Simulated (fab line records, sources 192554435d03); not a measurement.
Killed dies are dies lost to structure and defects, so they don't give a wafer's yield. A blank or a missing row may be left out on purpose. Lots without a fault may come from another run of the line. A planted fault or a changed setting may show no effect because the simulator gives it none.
Chamber matching | flow n5_finfet | N5_BEOL_M10_ETCH_65 on rie_diel-06: 4 sister chambers
The step etches SiARC in CF4, target depth 39 nm, time 65 s. 24 wafers are shown with their chamber, then 12 later ones without.

WAFERS WITH THEIR CHAMBER
wafer  | chamber | drypump_motor_current_A (A) | showerhead_plenum_p_Torr (Torr) | throttle_valve_pct (%)
L076.2 | 2       | 5.0                         | 2.11                            | 14.96
L076.5 | 0       | 5.8                         | 2.28                            | 15.71
L076.6 | 3       | 6.0                         | 2.23                            | 15.72
L075.1 | 2       | 4.9                         | 2.11                            | 14.97
L075.2 | 0       | 5.8                         | 2.28                            | 15.71
L075.5 | 0       | 5.8                         | 2.28                            | 15.69
L078.1 | 1       | 5.8                         | 2.06                            | 15.72
L078.3 | 2       | 4.9                         | 2.11                            | 14.98
L078.6 | 1       | 5.8                         | 2.06                            | 15.73
L080.3 | 1       | 5.8                         | 2.06                            | 15.75
L080.4 | 0       | 5.8                         | 2.27                            | 15.72
L080.5 | 0       | 5.8                         | 2.27                            | 15.70
L082.1 | 2       | 5.0                         | 2.10                            | 14.99
L082.2 | 3       | 6.0                         | 2.22                            | 15.75
L082.5 | 2       | 4.9                         | 2.10                            | 14.99
L083.3 | 0       | 5.8                         | 2.27                            | 15.73
L083.5 | 1       | 5.8                         | 2.06                            | 15.77
L083.6 | 2       | 4.9                         | 2.10                            | 14.99
L084.2 | 0       | 5.8                         | 2.27                            | 15.72
L084.4 | 2       | 4.9                         | 2.10                            | 15.00
L084.6 | 3       | 6.0                         | 2.22                            | 15.76
L085.3 | 2       | 5.0                         | 2.10                            | 15.01
L085.4 | 3       | 6.0                         | 2.22                            | 15.76
L085.5 | 2       | 4.9                         | 2.10                            | 15.00

SIGNATURES (means of the wafers above)
reading                  | chamber 0 | chamber 1 | chamber 2 | chamber 3 | scatter within a chamber
drypump_motor_current_A  | 5.800     | 5.800     | 4.933     | 6.000     | 0.0316
showerhead_plenum_p_Torr | 2.2743    | 2.0600    | 2.1033    | 2.2225    | 0.00472
throttle_valve_pct       | 15.7114   | 15.7425   | 14.9878   | 15.7475   | 0.0167
Rule: a wafer's distance from a chamber is the root of the sum, over the readings, of the square of ((its reading less the chamber's mean) divided by the reading's scatter). The wafer belongs to the nearest chamber; if the next one is less than 2 further off, it can't be placed. The scatter: the root of (the sum of the squares of (reading less its chamber's mean) over the shown wafers, divided by (wafers less chambers)).

WAFERS WITHOUT THEIR CHAMBER
wafer  | drypump_motor_current_A (A) | showerhead_plenum_p_Torr (Torr) | throttle_valve_pct (%)
L091.2 | 5.8                         | 2.26                            | 15.77
L091.4 | 6.0                         | 2.21                            | 15.81
L091.6 | 5.8                         | 2.26                            | 15.77
L093.1 | 6.0                         | 2.21                            | 15.81
L093.5 | 6.0                         | 2.21                            | 15.80
L093.6 | 5.8                         | 2.26                            | 15.77
L092.4 | 5.8                         | 2.05                            | 15.81
L092.5 | 4.9                         | 2.09                            | 15.04
L092.6 | 6.0                         | 2.21                            | 15.80
L096.1 | 5.9                         | 2.26                            | 15.77
L096.3 | 4.9                         | 2.09                            | 15.07
L096.5 | 5.8                         | 2.26                            | 15.79

WHICH CHAMBER EACH WENT THROUGH
wafer  | from the rows above | in truth
L091.2 | 0                   | 0
L091.4 | 3                   | 3
L091.6 | 0                   | 0
L093.1 | 3                   | 3
L093.5 | 3                   | 3
L093.6 | 0                   | 0
L092.4 | 1                   | 1
L092.5 | 2                   | 2
L092.6 | 3                   | 3
L096.1 | 0                   | 0
L096.3 | 2                   | 2
L096.5 | 0                   | 0
Placed correctly: 12 of 12. Can't be placed from these rows: 0. Placed wrongly: 0.
